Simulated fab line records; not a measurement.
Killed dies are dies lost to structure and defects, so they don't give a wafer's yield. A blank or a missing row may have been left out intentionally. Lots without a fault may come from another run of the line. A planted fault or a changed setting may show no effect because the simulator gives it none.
Lot-split experiment	flow n5-finfet	on a route of 1938 steps: 7 lots, 21 wafers read

ON THE SPLIT
At N5_BEOL_M8_EXPOSE_08 (exposes mask M8), the setting dose-mj was moved away from the recipe's 68.25 on 5 of the 21 wafers read, by -7.0% to +5.6%. The other wafers ran this setting at the recipe's value.

FROM THE SPLIT TO THE READING: what the file shows between them, 18 steps
- N5_BEOL_M8_PEB_09: peb time 60 s
- N5_BEOL_M8_DEVELOP_10: develop time 30 s
- N5_BEOL_M8_CD_MEAS_11: target cd 38.5 nm
- N5_BEOL_M8_DESCUM_16: chemistry O2, time 7.9 s
- N5_BEOL_M8_ETCH_61: etches SiARC in CF4, target depth 45.5 nm, time 75.8 s
- N5_BEOL_M8_ETCH_62: etches SOC in N2/H2, target depth 110 nm, overetch 22 nm, time 165 s
- N5_BEOL_M8_STRIP_68: strips in N2/H2
- N5_BEOL_M8_STRIP_67: strips in CF4
- N5_BEOL_M8_HM_OPEN_17: chemistry Cl2/BCl3, target TiN, target depth 20 nm, overetch 6 nm
- N5_BEOL_M8_STRIP_19: strips in O2
- N5_BEOL_M8_CD_MEAS_18: pitch 80 nm, target cd 40 nm
- N5_BEOL_M8_TRENCH_ETCH_37: etches SiCOH lowk in C4F6/O2, target depth 93.478 nm, time 31.2 s (also split here: source-w)
- N5_BEOL_M8_ETCH_41: etches SiCN in CH3F/O2, target depth 31.9 nm, time 57.8 s
- N5_BEOL_M8_STRIP_80: strips in N2/H2, time 10 s
- N5_BEOL_M8_HM_STRIP_39: strips TiN in peroxide tin strip, target depth 25 nm, time 158 s
- N5_BEOL_M8_SRD_40: time 30 s
- N5_BEOL_M8_PRECLEAN_42: cleans in residue remover, time 60 s
- N5_BEOL_M8_SRD_43: time 30 s

THE READING
cd-nm, in nm, at N5_BEOL_M8_CD_MEAS_35 (target cd 40 nm). Typical for fault-free wafers on this fab line: 39.9 nm, with standard deviation 0.61 nm.

wafer	tool, chamber at the split	dose-mj as run	against the recipe	cd-nm, nm	against lot-mates on the recipe
L076.1	arfi-scanner-02, 0	72.08	+5.6%	42.6	+1.9
L076.3	arfi-scanner-02, 0	68.25	recipe	40.7	-
L076.6	arfi-scanner-02, 0	72.08	+5.6%	42.9	+2.2
L077.3	arfi-scanner-01, 0	68.25	recipe	41.1	-
L077.4	arfi-scanner-01, 0	68.25	recipe	39.5	-
L077.6	arfi-scanner-01, 0	68.25	recipe	40.6	-
L078.2	arfi-scanner-01, 0	68.25	recipe	39.9	-
L078.4	arfi-scanner-01, 0	68.25	recipe	40.2	-
L078.5	arfi-scanner-01, 0	68.25	recipe	39.9	-
L081.3	arfi-scanner-01, 0	65.71	-3.7%	38.0	-1.6
L081.4	arfi-scanner-01, 0	65.71	-3.7%	38.6	-1.0
L081.6	arfi-scanner-01, 0	68.25	recipe	39.6	-
L091.2	arfi-scanner-01, 0	68.25	recipe	40.5	-
L091.3	arfi-scanner-01, 0	68.25	recipe	39.4	-
L091.6	arfi-scanner-01, 0	68.25	recipe	40.3	-
L093.2	arfi-scanner-01, 0	68.25	recipe	40.0	-
L093.4	arfi-scanner-01, 0	68.25	recipe	40.3	-
L093.5	arfi-scanner-01, 0	68.25	recipe	39.8	-
L095.3	arfi-scanner-02, 0	68.25	recipe	39.8	-
L095.4	arfi-scanner-02, 0	68.25	recipe	39.2	-
L095.5	arfi-scanner-02, 0	63.49	-7.0%	36.0	-3.5

FIT RESULTS
A straight line over all 21 wafers: cd-nm changes by +0.513 nm for each +1% of dose-mj; r = +0.94; the points scatter about the line by 0.49 nm.
The same after taking each lot's own level away (the mean of its wafers on the recipe; 21 wafers): +0.409 nm for each +1%; r = +0.94; scatter 0.41 nm.
According to that fit, moving dose-mj by its largest amount changes the reading by 2.9 nm.
Measured against the standard deviation above, the lots' own levels, which go from 39.50 to 40.70 nm, span 2.0 times it.
So the lot-to-lot level changes the slope: the two fits differ.
Check: with one of the wafers moved furthest among these (-7.0%) left out of the fit, the line predicts -2.5 nm for it against its lot-mates. It came out at -3.5 nm against them.

ADDITIONAL SPLITS CARRIED BY THESE WAFERS
These wafers also went through other splits before the reading. Each is held against what the fit with the lots' levels taken away leaves over:
other split on the same wafers	wafers away from the commonest value	r with cd-nm (lot level and that fit taken away)
N5_BEOL_M8_TRENCH_ETCH_37 source-w	4	-0.12

THE WHOLE CHAIN: every reading that the file lists as answering this split, in the file's order
step	what it does	reading	change (the file's fit)	r (the file's)
N5_BEOL_M8_CD_MEAS_11	target cd 38.5 nm	cd-nm	+0.489 nm for each +1% of the setting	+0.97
N5_BEOL_M8_ETCH_61	etches SiARC in CF4, target depth 45.5 nm, time 75.8 s	BEOL_M8.cd-offset-nm (the simulator's own value, which no gauge read)	+0.462 nm for each +1% of the setting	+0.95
N5_BEOL_M8_ETCH_62	etches SOC in N2/H2, target depth 110 nm, overetch 22 nm, time 165 s	BEOL_M8.cd-offset-nm (the simulator's own value, which no gauge read)	+0.467 nm for each +1% of the setting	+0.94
N5_BEOL_M8_HM_OPEN_17	chemistry Cl2/BCl3, target TiN, target depth 20 nm, overetch 6 nm	BEOL_M8.cd-offset-nm (the simulator's own value, which no gauge read)	+0.454 nm for each +1% of the setting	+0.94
N5_BEOL_M8_CD_MEAS_18	pitch 80 nm, target cd 40 nm	cd-nm	+0.49 nm for each +1% of the setting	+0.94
N5_BEOL_M8_CD_MEAS_35	target cd 40 nm	cd-nm	+0.429 nm for each +1% of the setting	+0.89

FILE'S OWN FIT
cd-nm changes by +0.429 nm for each +1% of dose-mj, r = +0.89.
